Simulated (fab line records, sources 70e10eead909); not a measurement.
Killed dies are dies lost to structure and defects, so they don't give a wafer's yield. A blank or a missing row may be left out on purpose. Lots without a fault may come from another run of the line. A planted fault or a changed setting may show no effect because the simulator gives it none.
Chamber matching | flow nand_harc | NHARC_A_WL_FILL_ALD_19 on ald_metal-01: 4 sister chambers
The step deposits TiN, target thk 2 nm, pulse time 3 s, ald cycles 100. 8 wafers are shown with their chamber, then 12 later ones without.

WAFERS WITH THEIR CHAMBER
wafer  | chamber | heater_power_w (W) | precursor_pulse_height_rel
L086.2 | 2       | 931                | 1.017
L086.5 | 2       | 943                | 1.000
L087.2 | 3       | 1030               | 1.009
L087.5 | 0       | 884                | 1.008
L087.6 | 1       | 1116               | 1.004
L091.2 | 0       | 882                | 1.013
L091.3 | 1       | 1077               | 1.023
L091.5 | 3       | 1028               | 0.985

WAFERS WITHOUT THEIR CHAMBER
wafer  | heater_power_w (W) | precursor_pulse_height_rel
L090.2 | 1013               | 0.998
L090.4 | 931                | 1.023
L090.5 | 893                | 0.979
L093.1 | 887                | 1.011
L093.5 | 1011               | 0.987
L093.6 | 964                | 0.995
L094.2 | 1089               | 0.995
L094.4 | 1039               | 0.990
L094.6 | 914                | 0.999
L097.2 | 1119               | 0.985
L097.3 | 1007               | 1.019
L097.5 | 1100               | 0.972

WHICH CHAMBER EACH WENT THROUGH
wafer  | from the rows above     | in truth
L090.2 | 3                       | 3
L090.4 | 2                       | 2
L090.5 | can't be placed: 0 or 2 | 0
L093.1 | 0                       | 0
L093.5 | 3                       | 3
L093.6 | 2                       | 2
L094.2 | 1                       | 1
L094.4 | 3                       | 3
L094.6 | can't be placed: 2 or 0 | 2
L097.2 | 1                       | 1
L097.3 | 3                       | 3
L097.5 | can't be placed: 1 or 3 | 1
Placed correctly: 9 of 12. Can't be placed from these rows: 3 (the true chamber is among the candidates in 3). Placed wrongly: 0.
How it was worked out, from the rows above alone: a wafer's distance from a chamber is the root of the sum, over the readings, of the square of ((its reading less the chamber's mean) divided by the reading's scatter). The wafer belongs to the nearest chamber; if the next one is less than 2 further off, it can't be placed. A chamber's mean is the mean of its shown wafers. The scatter: the root of (the sum of the squares of (reading less its chamber's mean) over the shown wafers, divided by (wafers less chambers)).
